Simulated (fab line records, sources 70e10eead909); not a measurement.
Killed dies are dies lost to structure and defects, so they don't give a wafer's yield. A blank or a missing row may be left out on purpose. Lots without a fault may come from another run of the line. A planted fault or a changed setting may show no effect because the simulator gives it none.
fab line records | flow nand_harc
record lots=23 wafers=69 last_day=24
route steps=1159 shown A_CONTACT@858 A_BLC@979
lots that met no fault: from a run of the same line without faults
start_h: hours from the record's first day to the start of the lot's first wafer shown | wait_h: hours since the lot's step before | " the same as in the row above | L1.1+2: a row that stands for several wafers | - no value, or no start given | * or withheld: withheld | < > ~ a bound
route shown NAME@n: a module of which the file shows steps, and the number in the route of the first | usual: mean/standard deviation of fault-free wafers | same: alike in all rows | chamber/n: place in a boat | sites: the reading at each site | _std_site: their standard deviation | _edge_site: outer sites' mean less inner sites' | radius_mm: how far each site lies from the wafer's centre | mask NAME#n: copy n | behind: the tool/chamber that last shaped the wafer | hold: why the lot was held/for how many hours/how that ended | device: the transistor (n, p or np) that didn't switch | end of line: the same wafers' tests at the end of the route | a step without rows: its recipe alone | killed: dies lost to structure and defects at the first sort, not the wafer's yield | map: a wafer's dies, x killed, . not, _ none there
set.NAME: the setting as run; set.NAME@STEP: as run at that earlier step | model.NAME: the simulator's own value behind a step, which no gauge read
steps of the route over a sample of lots; a table a step, a row a wafer
services: from which hour (start_h, from the record's first day; less than 0 if before it) a tool's chamber was out of use, for how many hours, and why
## steps
# step NHARC_A_CONTACT_ETCH_48
# recipe target_depth_a=390 over_etch_frac=0.3 time_s=65 ion_energy_ev=80 cf4_flow_sccm=150 ar_flow_sccm=0 rf_w=300 bias_w=100 chemistry=CF4
# usual drypump_motor_current_A=5.7/0.42 oes_product_au=1.004/0.013 rf_vpp_V=151.2/0.95 showerhead_plenum_p_Torr=1.77/0.051 throttle_valve_pct=13.283/0.0084
# same over_etch_frac=0.3
# columns lot.wafer tool chamber start_h wait_h drypump_motor_current_A oes_product_au rf_hours_counter_h rf_vpp_V showerhead_plenum_p_Torr throttle_valve_pct
L074.3 rie_diel-07 0 371.58 0.1 6.3 1.003 45 151.8 1.74 13.291
L074.1 " 1 " " 6.0 1.000 45 151.6 1.77 13.284
L074.5 " 0 " " 6.3 1.009 - 150.5 1.74 13.284
L076.2 rie_diel-13 2 371.94 0.1 6.0 1.023 29 151.5 1.85 13.274
L076.6 " 0 " " 5.6 1.002 - 152.3 1.88 13.277
L076.5 " 1 " " 5.6 0.990 - 151.9 1.84 13.287
L075.1 rie_diel-05 2 382.13 0.1 6.4 1.017 6 150.0 1.68 13.270
L075.4 " 0 " " 5.4 1.004 5 152.6 1.80 13.278
L075.6 " 3 " " 5.4 0.994 - 151.3 1.75 13.268
L079.2 rie_diel-05 0 382.64 0.1 5.4 0.990 6 153.2 1.80 13.276
L079.3 " 3 " " 5.4 1.001 6 151.7 1.75 13.289
L079.6 " 0 " " 5.4 0.994 - 152.1 1.80 13.281
L080.3 rie_diel-05 3 390.55 0.1 5.4 1.001 7 150.7 1.75 13.290
L080.1 " 0 " " 5.4 1.002 8 151.1 1.80 13.278
L080.5 " 3 " " 5.4 0.990 - 152.3 1.75 13.289
L077.3 rie_diel-05 0 394.74 0.1 5.4 1.007 8 151.8 1.80 13.276
L077.4 " 0 " " 5.4 1.011 - 152.0 1.80 13.276
L077.6 " 2 " " 6.4 1.013 - 149.6 1.68 13.283
L081.2 rie_diel-05 2 401.49 0.1 6.4 1.001 12 149.5 1.68 13.293
L081.4 " 0 " " 5.4 1.006 10 149.5 1.80 13.294
L081.3 " 1 " " 5.2 0.979 11 151.4 1.81 13.270
L078.3 rie_diel-13 3 402.74 0.1 5.6 0.998 44 153.1 1.85 13.283
L078.2 " 0 " " 5.6 0.996 46 153.0 1.87 13.277
L078.6 " 0 " " 5.6 1.003 - 152.8 1.87 13.281
L082.3 rie_diel-05 0 410.02 0.1 5.4 1.004 12 151.1 1.80 13.292
L082.2 " 1 " " 5.2 0.993 13 151.1 1.81 13.282
L082.5 " 3 " " 5.4 0.994 - 151.2 1.75 13.275
L083.1 rie_diel-07 0 426.86 0.1 6.3 1.002 5 150.6 1.73 13.294
L083.6 " 3 " " 5.8 1.018 - 151.2 1.79 13.272
L083.5 " 0 " " 6.3 1.000 - 150.3 1.73 13.287
L084.3 rie_diel-07 2 440.91 0.1 5.8 1.024 10 150.4 1.76 13.274
L084.2 " 3 " " 5.8 1.020 10 151.0 1.79 13.288
L084.5 " 1 " " 6.1 0.992 - 151.0 1.76 13.275
L086.3 rie_diel-07 0 443.30 0.1 6.3 1.008 12 150.0 1.73 13.283
L086.6 " 1 " " 6.0 0.993 - 152.1 1.76 13.294
L086.5 " 2 " " 5.9 1.034 - 150.3 1.76 13.279
L085.1 rie_diel-13 2 448.04 0.1 6.0 1.000 56 151.3 1.84 13.275
L085.3 " 3 " " 5.6 0.985 57 153.8 1.84 13.283
L085.4 " 0 " " 5.7 0.984 59 150.8 1.87 13.288
L088.1 rie_diel-07 3 448.32 0.1 5.8 1.008 12 151.2 1.79 13.291
L088.6 " 3 " " 5.8 1.010 - 150.9 1.79 13.285
L088.5 " 0 " " 6.3 0.999 - 151.7 1.73 13.276
L087.1 rie_diel-07 3 454.30 0.1 5.8 1.021 14 150.7 1.79 13.275
L087.2 " 0 " " 6.3 0.995 15 151.1 1.73 13.257
L087.6 " 3 " " 5.8 1.018 - 149.6 1.79 13.299
L090.1 rie_diel-05 1 458.46 0.1 5.1 0.992 21 151.8 1.80 13.292
L090.2 " 3 " " 5.4 0.997 21 152.0 1.75 13.299
L090.6 " 0 " " 5.4 1.010 - 151.0 1.80 13.277
L092.4 rie_diel-05 1 460.10 0.1 5.2 0.991 21 152.0 1.80 13.279
L092.2 " 3 " " 5.4 0.990 22 152.0 1.75 13.265
L092.5 " 1 " " 5.2 0.994 - 151.0 1.80 13.271
L093.4 rie_diel-05 2 463.80 0.2 6.4 1.013 24 149.8 1.68 13.283
L093.3 " 3 " " 5.4 0.998 23 151.0 1.75 13.284
L093.5 " 1 " " 5.2 0.990 - 151.7 1.80 13.277
L091.4 rie_diel-05 1 465.55 0.1 5.2 0.995 25 151.6 1.80 13.296
L091.3 " 2 " " 6.4 1.010 25 150.6 1.68 13.279
L091.1 " 3 " " 5.4 1.000 24 150.2 1.75 13.292
L095.2 rie_diel-05 0 488.71 0.1 5.4 1.017 28 151.1 1.79 13.281
L095.3 " 1 " " 5.2 0.979 30 151.6 1.80 13.277
L095.5 " 0 " " 5.4 1.008 - 152.5 1.79 13.285
L096.4 rie_diel-05 2 492.74 0.1 6.4 1.012 31 150.5 1.68 13.283
L096.1 " 3 " " 5.4 0.990 30 151.0 1.75 13.299
L096.3 " 0 " " 5.4 1.009 29 150.2 1.79 13.279
L094.4 rie_diel-13 2 499.04 0.1 6.0 1.016 12 152.7 1.84 13.289
L094.1 " 3 " " 5.6 1.006 12 152.0 1.84 13.292
L094.5 " 2 " " 6.0 1.016 - 151.8 1.84 13.298
L097.2 rie_diel-05 0 500.97 0.1 5.4 1.022 30 151.7 1.79 13.290
L097.3 " 1 " " 5.2 0.986 31 150.8 1.80 13.268
L097.6 " 1 " " 5.2 0.993 - 150.6 1.80 13.286
# step NHARC_A_CONTACT_ETCH_130
# recipe source_w=withheld pressure_mtorr=20 bias_v=1200 time_s=155 target_depth_a=9560 ar_flow_sccm=withheld c4f8_flow_sccm=withheld o2_flow_sccm=withheld chemistry=C4F8/O2/Ar
# columns lot.wafer tool chamber start_h wait_h rf_hours_counter_h
L076.2 har_cap_etch-03 1 382.57 0.1 83
L076.6 " 0 " " -
L076.5 " 1 " " -
L074.1 har_cap_etch-02 0 383.70 0.2 11
L074.3 " 1 " " -
L074.5 " 0 " " -
L075.1 har_cap_etch-03 0 392.31 0.1 85
L075.4 " 1 " " -
L075.6 " 0 " " -
L079.2 har_cap_etch-01 0 393.35 0.2 58
L079.3 " 1 " " -
L079.6 " 0 " " -
L080.1 har_cap_etch-01 1 401.04 0.1 59
L080.3 " 1 " " -
L080.5 " 1 " " -
L077.3 har_cap_etch-01 1 407.10 0.1 -
L077.4 " 0 " " -
L077.6 " 1 " " -
L081.2 har_cap_etch-01 0 415.32 0.1 62
L081.4 " 1 " " -
L081.3 " 0 " " -
L078.2 har_cap_etch-02 1 416.14 0.1 17
L078.3 " 0 " " -
L078.6 " 1 " " -
L082.2 har_cap_etch-03 1 423.08 0.1 91
L082.3 " 0 " " -
L082.5 " 0 " " -
L083.1 har_cap_etch-03 1 437.72 0.1 93
L083.5 " 0 " " -
L083.6 " 1 " " -
L084.2 har_cap_etch-03 0 451.04 0.2 95
L084.3 " 1 " " -
L084.5 " 1 " " -
L086.3 har_cap_etch-02 0 454.16 0.1 -
L086.5 " 1 " " -
L086.6 " 0 " " -
L085.1 har_cap_etch-02 1 458.06 0.1 23
L085.4 " 0 " " -
L085.3 " 1 " " -
L088.1 har_cap_etch-01 1 460.19 0.1 68
L088.5 " 1 " " -
L088.6 " 0 " " -
L087.2 har_cap_etch-01 1 467.15 0.1 70
L087.1 " 0 " " 70
L087.6 " 1 " " -
L090.2 har_cap_etch-03 0 468.55 0.1 101
L090.1 " 1 " " 101
L090.6 " 0 " " -
L092.2 har_cap_etch-02 1 470.67 0.1 29
L092.4 " 0 " " -
L092.5 " 1 " " -
L093.3 har_cap_etch-03 0 473.51 0.1 -
L093.4 " 1 " " -
L093.5 " 1 " " -
L091.1 har_cap_etch-02 0 475.09 0.1 31
L091.4 " 1 " " -
L091.3 " 0 " " -
L095.2 har_cap_etch-02 1 497.55 0.1 33
L095.3 " 1 " " -
L095.5 " 1 " " -
L096.1 har_cap_etch-01 1 503.04 0.2 76
L096.4 " 0 " " -
L096.3 " 1 " " -
L094.1 har_cap_etch-01 0 507.96 0.1 77
L094.4 " 1 " " -
L094.5 " 0 " " -
L097.2 har_cap_etch-03 0 511.49 0.1 108
L097.3 " 1 " " -
L097.6 " 0 " " -
# step NHARC_A_CONTACT_ETCH_91
# recipe target_depth_a=400 over_etch_frac=0.5 time_s=85.7 ion_energy_ev=120 ch3f_flow_sccm=50 o2_flow_sccm=30 ar_flow_sccm=200 rf_w=500 bias_w=100 chemistry=CH3F/O2
# usual drypump_motor_current_A=5.8/0.38 oes_product_au=0.95/0.035 rf_vpp_V=244.6/1.4 showerhead_plenum_p_Torr=2.48/0.074 throttle_valve_pct=20.663/0.0089
# same over_etch_frac=0.5
# columns lot.wafer tool chamber start_h wait_h drypump_motor_current_A oes_product_au rf_hours_counter_h rf_vpp_V showerhead_plenum_p_Torr throttle_valve_pct
L076.2 rie_diel-07 1 383.58 0.5 6.0 0.93 51 245.1 2.45 20.664
L076.6 " 2 " " 5.8 0.95 - 242.9 2.45 20.662
L076.5 " 3 " " 5.8 0.93 - 244.9 2.49 20.660
L074.3 rie_diel-05 0 384.94 0.4 5.4 0.94 7 243.8 2.50 20.660
L074.1 " 1 " " 5.2 0.91 8 246.6 2.51 20.668
L074.5 " 0 " " 5.4 0.93 - 245.4 2.50 20.685
L075.4 rie_diel-13 2 393.29 0.4 6.0 0.95 39 245.5 2.57 20.652
L075.1 " 3 " " 5.6 0.91 41 245.7 2.57 20.668
L075.6 " 1 " " 5.6 0.93 - 247.7 2.56 20.657
L079.3 rie_diel-13 2 394.36 0.4 6.0 0.94 39 246.0 2.57 20.656
L079.2 " 3 " " 5.6 0.93 41 246.2 2.57 20.666
L079.6 " 3 " " 5.6 0.93 - 244.4 2.57 20.667
L080.3 rie_diel-05 3 402.02 0.4 5.4 0.93 10 243.6 2.43 20.668
L080.1 " 0 " " 5.4 0.92 10 244.8 2.50 20.668
L080.5 " 0 " " 5.4 0.93 - 243.6 2.50 20.645
L077.3 rie_diel-13 0 408.08 0.5 5.6 0.93 48 245.9 2.61 20.667
L077.4 " 2 " " 6.0 0.94 - 246.0 2.57 20.669
L077.6 " 3 " " 5.6 0.92 - 246.8 2.57 20.667
L081.4 rie_diel-07 2 416.29 0.4 5.8 1.02 1 245.0 2.45 20.656
L081.3 " 3 " " 5.8 1.00 0 243.8 2.49 20.650
L081.2 " 1 " " 6.0 0.98 0 243.5 2.45 20.664
L078.2 rie_diel-05 3 417.12 0.5 5.4 0.92 14 244.6 2.43 20.660
L078.3 " 0 " " 5.4 0.94 15 245.8 2.50 20.684
L078.6 " 3 " " 5.4 0.92 - 244.8 2.43 20.674
L082.2 rie_diel-05 3 424.08 0.5 5.4 0.92 16 241.3 2.43 20.675
L082.3 " 1 " " 5.2 0.93 16 246.4 2.51 20.665
L082.5 " 2 " " 6.4 0.94 - 241.6 2.33 20.666
L083.1 rie_diel-05 0 438.73 0.5 5.4 0.93 17 245.2 2.50 20.652
L083.6 " 2 " " 6.4 0.94 - 243.2 2.33 20.661
L083.5 " 0 " " 5.4 0.93 - 244.1 2.50 20.652
L084.2 rie_diel-07 0 452.25 0.5 6.3 0.93 14 243.2 2.40 20.663
L084.3 " 3 " " 5.8 0.94 13 243.8 2.48 20.662
L084.5 " 1 " " 6.0 0.92 - 244.0 2.45 20.657
L086.3 rie_diel-05 2 455.12 0.4 6.4 0.94 20 243.7 2.33 20.672
L086.6 " 0 " " 5.4 0.93 - 243.7 2.50 20.667
L086.5 " 1 " " 5.2 0.93 - 243.3 2.51 20.669
L085.4 rie_diel-07 1 459.02 0.4 6.1 0.98 17 243.4 2.44 20.661
L085.3 " 2 " " 5.9 1.03 16 244.3 2.44 20.650
L085.1 " 3 " " 5.8 1.02 17 246.0 2.48 20.651
L088.1 rie_diel-07 0 461.20 0.5 6.3 0.91 19 243.0 2.40 20.646
L088.5 " 3 " " 5.8 0.93 - 243.2 2.48 20.680
L088.6 " 0 " " 6.4 0.92 - 242.4 2.40 20.662
L087.2 rie_diel-05 1 468.13 0.5 5.2 0.98 27 242.9 2.51 20.668
L087.1 " 3 " " 5.4 0.97 26 244.5 2.43 20.678
L087.6 " 2 " " 6.4 1.01 - 241.7 2.33 20.671
L090.1 rie_diel-13 3 469.56 0.5 5.6 1.02 4 245.6 2.56 20.680
L090.2 " 0 " " 5.6 0.99 5 246.8 2.60 20.665
L090.6 " 1 " " 5.6 0.99 - 245.0 2.55 20.675
L092.2 rie_diel-05 3 471.69 0.5 5.4 0.91 27 244.7 2.43 20.657
L092.4 " 1 " " 5.2 0.92 28 245.2 2.50 20.656
L092.5 " 3 " " 5.4 0.93 - 244.2 2.43 20.674
L093.3 rie_diel-07 3 474.47 0.4 5.8 1.00 25 245.4 2.48 20.653
L093.4 " 0 " " 6.3 0.99 25 244.0 2.40 20.681
L093.5 " 3 " " 5.8 1.01 - 245.7 2.48 20.660
L091.1 rie_diel-07 3 476.05 0.5 5.8 0.93 25 245.2 2.48 20.660
L091.4 " 0 " " 6.3 0.92 25 243.5 2.40 20.651
L091.3 " 2 " " 5.9 0.93 24 243.6 2.44 20.665
L095.2 rie_diel-07 2 498.56 0.5 5.9 0.94 30 244.3 2.44 20.668
L095.3 " 3 " " 5.8 0.94 32 244.4 2.48 20.668
L095.5 " 2 " " 5.9 0.95 - 244.8 2.44 20.651
L096.4 rie_diel-05 3 504.04 0.4 5.4 0.91 32 244.3 2.43 20.665
L096.1 " 0 " " 5.4 0.93 32 243.7 2.49 20.652
L096.3 " 2 " " 6.4 0.94 32 242.4 2.33 20.670
L094.1 rie_diel-05 3 508.93 0.5 5.4 0.91 33 244.2 2.42 20.665
L094.4 " 0 " " 5.4 0.93 34 244.9 2.49 20.661
L094.5 " 3 " " 5.4 0.92 - 242.9 2.43 20.678
L097.2 rie_diel-13 2 512.47 0.5 6.0 0.95 18 245.6 2.56 20.662
L097.3 " 3 " " 5.6 0.93 18 246.7 2.56 20.654
L097.6 " 1 " " 5.6 0.91 - 244.7 2.55 20.666
# step NHARC_A_CONTACT_ETCH_30
# recipe target_depth_a=605 time_s=30.2 cf4_flow_sccm=100 chf3_flow_sccm=30 ar_flow_sccm=0 rf_w=500 bias_w=200 chemistry=CF4/CHF3
# usual drypump_motor_current_A=5.7/0.45 oes_product_au=0.937/0.021 rf_vpp_V=370.5/1.7 showerhead_plenum_p_Torr=1.57/0.048 throttle_valve_pct=16.803/0.0098
# columns lot.wafer tool chamber start_h wait_h drypump_motor_current_A oes_product_au rf_hours_counter_h rf_vpp_V showerhead_plenum_p_Torr throttle_valve_pct
L076.2 rie_diel-07 2 - - 5.8 0.950 47 371.7 1.57 16.800
L076.5 " 3 " " 5.9 0.912 - 371.9 1.59 16.787
L076.6 " 0 " " 6.3 0.919 - 370.0 1.54 16.815
L074.3 rie_diel-05 2 - - 6.4 0.935 8 367.0 1.50 16.808
L074.1 " 3 " " 5.4 0.921 7 370.6 1.56 16.814
L074.5 " 1 " " 5.2 0.914 - 370.4 1.61 16.796
L075.4 rie_diel-05 0 - - 5.4 0.929 9 369.6 1.60 16.805
L075.1 " 1 " " 5.2 0.909 11 370.7 1.61 16.786
L075.6 " 2 " " 6.4 0.921 - 367.7 1.50 16.811
L079.3 rie_diel-13 2 - - 6.0 0.988 42 372.9 1.64 16.805
L079.2 " 1 " " 5.6 0.959 45 372.4 1.64 16.802
L079.6 " 2 " " 6.0 0.987 - 372.0 1.64 16.796
L080.1 rie_diel-05 2 - - 6.4 0.991 13 368.9 1.49 16.798
L080.3 " 3 " " 5.4 0.977 12 368.7 1.56 16.807
L080.5 " 2 " " 6.4 0.997 - 368.1 1.50 16.795
L077.4 rie_diel-07 3 - - 5.8 0.982 0 372.1 1.59 16.807
L077.3 " 1 " " 6.0 0.948 0 370.7 1.57 16.790
L077.6 " 3 " " 5.8 0.991 - 371.9 1.59 16.813
L081.3 rie_diel-05 1 - - 5.2 0.915 15 372.8 1.61 16.798
L081.2 " 2 " " 6.4 0.941 16 367.5 1.49 16.791
L081.4 " 3 " " 5.4 0.915 15 371.4 1.56 16.817
L078.3 rie_diel-05 2 - - 6.4 0.944 16 368.7 1.49 16.802
L078.2 " 3 " " 5.4 0.923 15 369.1 1.56 16.797
L078.6 " 2 " " 6.4 0.954 - 367.1 1.49 16.810
L082.3 rie_diel-05 1 - - 5.2 0.919 16 372.3 1.60 16.794
L082.2 " 3 " " 5.4 0.920 16 370.2 1.56 16.810
L082.5 " 1 " " 5.2 0.922 - 372.2 1.61 16.819
L083.1 rie_diel-05 3 - - 5.4 0.965 17 372.8 1.56 16.784
L083.5 " 1 " " 5.2 0.932 - 370.5 1.61 16.801
L083.6 " 2 " " 6.4 0.973 - 367.9 1.49 16.803
L084.3 rie_diel-07 2 - - 5.8 0.943 17 370.2 1.56 16.813
L084.2 " 0 " " 6.3 0.928 18 369.4 1.54 16.786
L084.5 " 2 " " 5.9 0.940 - 369.5 1.56 16.825
L086.3 rie_diel-05 3 - - 5.4 0.919 23 369.7 1.56 16.801
L086.5 " 1 " " 5.2 0.916 - 371.6 1.60 16.831
L086.6 " 3 " " 5.4 0.920 - 369.8 1.56 16.798
L085.1 rie_diel-13 2 - - 6.0 0.948 2 371.9 1.64 16.811
L085.3 " 3 " " 5.7 0.948 2 372.2 1.64 16.798
L085.4 " 1 " " 5.6 0.929 3 372.5 1.63 16.808
L088.1 rie_diel-05 3 - - 5.4 0.928 25 370.5 1.55 16.803
L088.5 " 0 " " 5.4 0.935 - 371.5 1.60 16.811
L088.6 " 1 " " 5.2 0.910 - 371.9 1.60 16.789
L087.1 rie_diel-05 1 - - 5.2 0.936 28 372.3 1.60 16.809
L087.2 " 3 " " 5.4 0.922 27 369.3 1.55 16.805
L087.6 " 1 " " 5.2 0.931 - 372.9 1.60 16.796
L090.1 rie_diel-05 0 - - 5.4 0.939 27 370.5 1.60 16.814
L090.2 " 2 " " 6.4 0.941 29 366.8 1.49 16.816
L090.6 " 1 " " 5.2 0.916 - 370.6 1.60 16.791
L092.4 rie_diel-07 0 - - 6.4 0.924 25 369.9 1.54 16.790
L092.2 " 1 " " 6.1 0.895 24 370.6 1.56 16.797
L092.5 " 3 " " 5.8 0.925 - 370.9 1.59 16.805
L093.4 rie_diel-07 2 - - 5.8 0.945 24 368.5 1.56 16.805
L093.3 " 0 " " 6.3 0.920 26 369.5 1.54 16.800
L093.5 " 3 " " 5.8 0.939 - 370.7 1.59 16.807
L091.3 rie_diel-13 2 - - 6.0 0.953 7 373.0 1.64 16.805
L091.4 " 0 " " 5.6 0.917 9 371.7 1.66 16.812
L091.1 " 1 " " 5.6 0.913 8 371.6 1.63 16.800
L095.3 rie_diel-05 3 - - 5.4 0.922 32 369.2 1.55 16.802
L095.2 " 0 " " 5.4 0.938 32 372.1 1.60 16.796
L095.5 " 2 " " 6.4 0.949 - 368.5 1.49 16.795
L096.4 rie_diel-05 2 - - 6.4 0.946 33 369.0 1.49 16.793
L096.1 " 3 " " 5.4 0.924 33 369.2 1.55 16.801
L096.3 " 0 " " 5.4 0.943 33 371.1 1.60 16.792
L094.4 rie_diel-05 3 - - 5.4 0.920 34 370.0 1.55 16.801
L094.1 " 2 " " 6.4 0.944 34 368.4 1.49 16.798
L094.5 " 3 " " 5.4 0.921 - 368.7 1.55 16.807
L097.2 rie_diel-05 0 - - 5.4 0.938 35 371.3 1.60 16.798
L097.3 " 1 " " 5.2 0.927 35 372.5 1.60 16.810
L097.6 " 2 " " 6.4 0.945 - 367.5 1.49 16.804
# step NHARC_A_CONTACT_ETCH_137
# recipe source_w=withheld pressure_mtorr=20 bias_v=3000 time_s=132 target_depth_a=12870 ar_flow_sccm=withheld c4f8_flow_sccm=withheld o2_flow_sccm=withheld chemistry=C4F8/O2/Ar
# columns lot.wafer tool chamber start_h wait_h rf_hours_counter_h
L076.2 har_cap_etch-02 0 389.38 0.1 12
L076.5 " 1 " " -
L076.6 " 0 " " -
L074.1 har_cap_etch-01 1 389.86 0.1 57
L074.3 " 1 " " -
L074.5 " 0 " " -
L075.1 har_cap_etch-02 1 399.99 0.1 14
L075.4 " 1 " " -
L075.6 " 1 " " -
L079.2 har_cap_etch-03 1 400.72 0.1 87
L079.3 " 0 " " -
L079.6 " 0 " " -
L080.1 har_cap_etch-02 0 409.28 0.1 16
L080.3 " 1 " " -
L080.5 " 0 " " -
L077.3 har_cap_etch-03 0 416.29 0.1 -
L077.4 " 1 " " -
L077.6 " 1 " " -
L081.2 har_cap_etch-01 1 422.19 0.1 63
L081.4 " 0 " " -
L081.3 " 1 " " -
L078.2 har_cap_etch-02 0 423.34 0.1 18
L078.3 " 0 " " -
L078.6 " 1 " " -
L082.2 har_cap_etch-02 1 428.91 0.1 19
L082.3 " 0 " " -
L082.5 " 1 " " -
L083.1 har_cap_etch-01 1 443.85 0.1 65
L083.5 " 1 " " -
L083.6 " 0 " " -
L084.2 har_cap_etch-02 0 460.48 0.1 24
L084.3 " 0 " " -
L084.5 " 0 " " -
L086.3 har_cap_etch-01 0 463.02 0.1 -
L086.5 " 1 " " -
L086.6 " 0 " " -
L085.1 har_cap_etch-03 0 467.09 0.1 100
L085.4 " 0 " " -
L085.3 " 1 " " -
L088.1 har_cap_etch-01 0 468.74 0.1 71
L088.6 " 0 " " -
L088.5 " 1 " " -
L087.2 har_cap_etch-02 0 473.56 0.1 30
L087.1 " 1 " " 30
L087.6 " 0 " " -
L090.2 har_cap_etch-01 0 474.51 0.1 73
L090.1 " 1 " " 73
L090.6 " 1 " " -
L092.2 har_cap_etch-03 1 476.66 0.1 103
L092.4 " 0 " " -
L092.5 " 1 " " -
L093.4 har_cap_etch-01 0 479.51 0.1 -
L093.3 " 1 " " -
L093.5 " 1 " " -
L091.1 har_cap_etch-02 0 481.25 0.1 32
L091.4 " 1 " " -
L091.3 " 0 " " -
L095.2 har_cap_etch-03 0 503.50 0.1 107
L095.3 " 0 " " -
L095.5 " 0 " " -
L096.1 har_cap_etch-02 0 509.01 0.1 35
L096.3 " 0 " " -
L096.4 " 1 " " -
L094.1 har_cap_etch-01 1 513.62 0.1 78
L094.4 " 0 " " -
L094.5 " 1 " " -
L097.2 har_cap_etch-02 1 517.65 0.1 36
L097.3 " 0 " " -
L097.6 " 0 " " -
# step NHARC_A_BLC_ETCH_17
# recipe target_depth_a=3900 over_etch_frac=0.25 time_s=609.38 ion_energy_ev=200 n2_flow_sccm=150 h2_flow_sccm=150 ar_flow_sccm=0 rf_w=400 bias_w=150 chemistry=N2/H2
# usual drypump_motor_current_A=5.9/0.33 oes_product_au=0.992/0.012 rf_vpp_V=431/3.1 showerhead_plenum_p_Torr=2.06/0.11 throttle_valve_pct=14.171/0.0086
# same over_etch_frac=0.25
# columns lot.wafer tool chamber start_h wait_h drypump_motor_current_A oes_product_au rf_hours_counter_h rf_vpp_V showerhead_plenum_p_Torr throttle_valve_pct
L076.2 rie_diel-02 2 - - 5.9 1.002 6 426 1.92 14.161
L076.5 " 2 " " 5.9 1.002 - 427 1.92 14.183
L076.6 " 3 " " 6.0 0.982 - 432 2.13 14.173
L074.3 rie_diel-02 2 - - 5.9 0.992 6 427 1.92 14.179
L074.1 " 0 " " 5.3 0.978 6 432 2.11 14.175
L074.5 " 1 " " 6.5 0.987 - 427 1.89 14.162
L075.1 rie_diel-02 2 - - 5.9 1.019 7 426 1.92 14.179
L075.4 " 0 " " 5.2 0.981 7 433 2.11 14.159
L075.6 " 2 " " 5.9 1.005 - 428 1.92 14.189
L079.2 rie_diel-04 1 - - 5.7 0.991 11 430 1.96 14.176
L079.3 " 2 " " 6.0 0.980 12 433 2.14 14.169
L079.6 " 3 " " 5.6 1.016 - 433 2.13 14.176
L080.3 rie_diel-04 3 - - 5.6 1.013 13 434 2.13 14.169
L080.1 " 2 " " 6.0 0.988 13 432 2.14 14.170
L080.5 " 3 " " 5.6 1.008 - 432 2.13 14.182
L077.4 rie_diel-02 2 - - 5.9 1.013 9 428 1.92 14.163
L077.3 " 3 " " 6.0 0.989 9 434 2.13 14.169
L077.6 " 3 " " 6.0 0.993 - 434 2.13 14.166
L081.2 rie_diel-02 2 - - 5.9 1.002 10 427 1.92 14.183
L081.3 " 3 " " 6.0 0.974 9 433 2.13 14.172
L081.4 " 1 " " 6.5 0.990 - 427 1.89 14.167
L078.2 rie_diel-04 0 - - 5.9 0.985 14 435 2.18 14.176
L078.3 " 1 " " 5.7 0.970 14 428 1.96 14.167
L078.6 " 0 " " 5.9 0.985 - 435 2.18 14.162
L082.3 rie_diel-04 2 - - 6.0 1.001 17 434 2.14 14.175
L082.2 " 0 " " 5.9 0.973 16 433 2.18 14.172
L082.5 " 2 " " 6.0 0.994 - 431 2.14 14.174
L083.1 rie_diel-04 2 - - 6.0 1.007 19 434 2.14 14.161
L083.6 " 0 " " 5.9 0.984 - 433 2.18 14.158
L083.5 " 1 " " 5.7 0.971 - 428 1.96 14.168
L084.3 rie_diel-02 3 - - 6.0 0.995 12 432 2.13 14.167
L084.2 " 1 " " 6.5 1.003 13 426 1.89 14.174
L084.5 " 0 " " 5.2 0.974 - 433 2.11 14.173
L086.3 rie_diel-02 2 - - 5.9 0.997 14 427 1.92 14.159
L086.5 " 0 " " 5.3 0.971 - 434 2.11 14.178
L086.6 " 1 " " 6.5 1.007 - 427 1.89 14.171
L085.3 rie_diel-02 3 - - 6.1 0.989 13 435 2.13 14.183
L085.1 " 0 " " 5.3 0.975 12 434 2.11 14.161
L085.4 " 1 " " 6.5 0.999 14 427 1.89 14.161
L088.1 rie_diel-02 1 - - 6.5 1.003 14 425 1.89 14.175
L088.5 " 2 " " 5.9 1.001 - 428 1.92 14.167
L088.6 " 3 " " 6.0 0.999 - 434 2.13 14.174
L087.2 rie_diel-04 1 - - 5.8 0.969 0 428 1.96 14.155
L087.1 " 3 " " 5.6 1.004 1 432 2.13 14.179
L087.6 " 2 " " 6.0 0.994 - 434 2.13 14.173
L090.2 rie_diel-02 2 - - 5.9 0.992 16 428 1.92 14.173
L090.1 " 0 " " 5.3 0.981 14 434 2.11 14.165
L090.6 " 0 " " 5.3 0.983 - 433 2.11 14.179
L092.4 rie_diel-04 1 - - 5.7 0.970 1 428 1.96 14.169
L092.2 " 3 " " 5.6 0.999 1 434 2.13 14.159
L092.5 " 1 " " 5.7 0.978 - 428 1.96 14.178
L093.4 rie_diel-02 1 - - 6.5 1.006 15 426 1.89 14.165
L093.3 " 2 " " 5.9 0.999 17 428 1.92 14.179
L093.5 " 0 " " 5.3 0.984 - 433 2.11 14.172
L091.4 rie_diel-11 1 - - 6.3 1.000 40 434 2.10 14.171
L091.1 " 2 " " 6.5 0.995 43 431 2.08 14.177
L091.3 " 0 " " 5.4 0.996 38 426 1.88 14.171
L095.3 rie_diel-04 2 - - 6.0 1.002 4 432 2.13 14.179
L095.2 " 3 " " 5.6 1.013 4 432 2.13 14.163
L095.5 " 2 " " 6.0 1.000 - 435 2.13 14.185
L096.3 rie_diel-04 3 - - 5.6 1.014 5 433 2.13 14.183
L096.1 " 1 " " 5.8 0.998 4 429 1.96 14.165
L096.4 " 2 " " 6.0 0.997 5 433 2.13 14.172
L094.4 rie_diel-02 0 - - 5.2 0.985 0 432 2.11 14.181
L094.1 " 1 " " 6.5 0.987 1 427 1.89 14.178
L094.5 " 1 " " 6.5 0.988 - 427 1.89 14.162
L097.2 rie_diel-04 0 - - 5.9 0.990 6 434 2.17 14.164
L097.3 " 1 " " 5.7 0.987 5 427 1.96 14.177
L097.6 " 0 " " 5.9 1.001 - 433 2.17 14.159
## services
# columns tool chamber start_h hours kind
rie_diel-05 0 349.79 - clean
rie_diel-05 1 349.79 - clean
rie_diel-05 2 349.79 - clean
rie_diel-05 3 349.79 - clean
rie_diel-11 - 366.68 9.0 pm
rie_diel-05 0 374.29 - clean
rie_diel-13 - 377.73 0.4 repair
rie_diel-04 0 388.92 2.6 repair
rie_diel-11 3 391.51 4.6 repair
rie_diel-05 1 392.31 2.7 repair
rie_diel-11 0 393.02 5.7 repair
rie_diel-07 - 405.27 9.0 pm
rie_diel-04 3 425.97 5.8 repair
rie_diel-02 0 427.68 8.7 repair
rie_diel-05 3 429.14 11.9 repair
rie_diel-13 - 453.44 9.0 pm
rie_diel-04 1 464.48 17.6 repair
rie_diel-04 - 465.90 9.0 pm
rie_diel-11 3 473.98 1.2 repair
rie_diel-02 1 484.85 4.3 repair
rie_diel-07 - 489.58 0.3 repair
rie_diel-02 - 504.75 9.0 pm
rie_diel-07 1 512.87 5.5 repair
rie_diel-05 - 517.79 9.0 pm
## key
fault none
